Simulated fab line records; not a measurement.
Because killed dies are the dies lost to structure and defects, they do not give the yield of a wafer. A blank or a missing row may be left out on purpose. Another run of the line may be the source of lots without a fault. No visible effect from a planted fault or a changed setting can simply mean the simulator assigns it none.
Chamber matching | flow n5_finfet | N5_BEOL_M12_ETCH_67 on rie_diel-05 has 4 sister chambers
The step etches SiARC in CF4, target depth 143 nm, time 238.3 s. 14 wafers are shown with their chamber, then 7 later ones without.

== WAFERS, EACH WITH ITS CHAMBER ==
wafer  | chamber | drypump_motor_current_A (A) | showerhead_plenum_p_Torr (Torr) | throttle_valve_pct (%)
L079.1 | 3       | 6.6                         | 2.20                            | 15.82
L079.3 | 0       | 6.3                         | 2.17                            | 15.53
L079.4 | 2       | 5.7                         | 2.19                            | 15.55
L080.3 | 1       | 5.4                         | 2.27                            | 15.37
L080.4 | 2       | 5.7                         | 2.18                            | 15.57
L080.5 | 0       | 6.3                         | 2.17                            | 15.53
L084.4 | 3       | 6.6                         | 2.19                            | 15.87
L084.5 | 2       | 5.8                         | 2.18                            | 15.57
L084.6 | 1       | 5.4                         | 2.26                            | 15.39
L090.3 | 2       | 5.8                         | 2.18                            | 15.61
L090.5 | 0       | 6.3                         | 2.16                            | 15.58
L090.6 | 2       | 5.8                         | 2.18                            | 15.60
L087.2 | 1       | 5.4                         | 2.26                            | 15.41
L087.4 | 0       | 6.3                         | 2.16                            | 15.56

SIGNATURES (averages over the wafers above)
reading                  | chamber 0 | chamber 1 | chamber 2 | chamber 3 | scatter within a chamber
drypump_motor_current_A  | 6.300     | 5.400     | 5.760     | 6.600     | 0.0346
showerhead_plenum_p_Torr | 2.1650    | 2.2633    | 2.1820    | 2.1950    | 0.00545
throttle_valve_pct       | 15.5500   | 15.3900   | 15.5800   | 15.8450   | 0.025
Rule: distance of a wafer from a chamber = root of the sum over the readings of ((wafer's reading minus chamber's mean) / reading's scatter) squared. The wafer belongs to the nearest chamber; if the next one is less than 2 further off, it can't be placed. How the scatter is found: for the shown wafers, subtract from each reading the mean of its chamber, square and add these, divide the total by (wafers less chambers), then take the root.

== WAFERS MISSING THEIR CHAMBER ==
wafer  | drypump_motor_current_A (A) | showerhead_plenum_p_Torr (Torr) | throttle_valve_pct (%)
L087.6 | 5.4                         | 2.26                            | 15.42
L095.4 | 5.4                         | 2.25                            | 15.41
L095.5 | 6.6                         | 2.19                            | 15.39
L095.6 | 5.8                         | 2.17                            | 15.64
L093.1 | 6.3                         | 2.15                            | 15.62
L093.4 | 5.8                         | 2.17                            | 15.63
L093.5 | 6.3                         | 2.15                            | 15.61

== THE CHAMBER EACH PASSED THROUGH ==
wafer  | from the rows above | in truth
L087.6 | 1                   | 1
L095.4 | 1                   | 1
L095.5 | 0                   | 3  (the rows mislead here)
L095.6 | 2                   | 2
L093.1 | 0                   | 0
L093.4 | 2                   | 2
L093.5 | 0                   | 0
Correctly placed: 6 of 7. Not placeable from these rows: 0. Placed wrongly: 1.
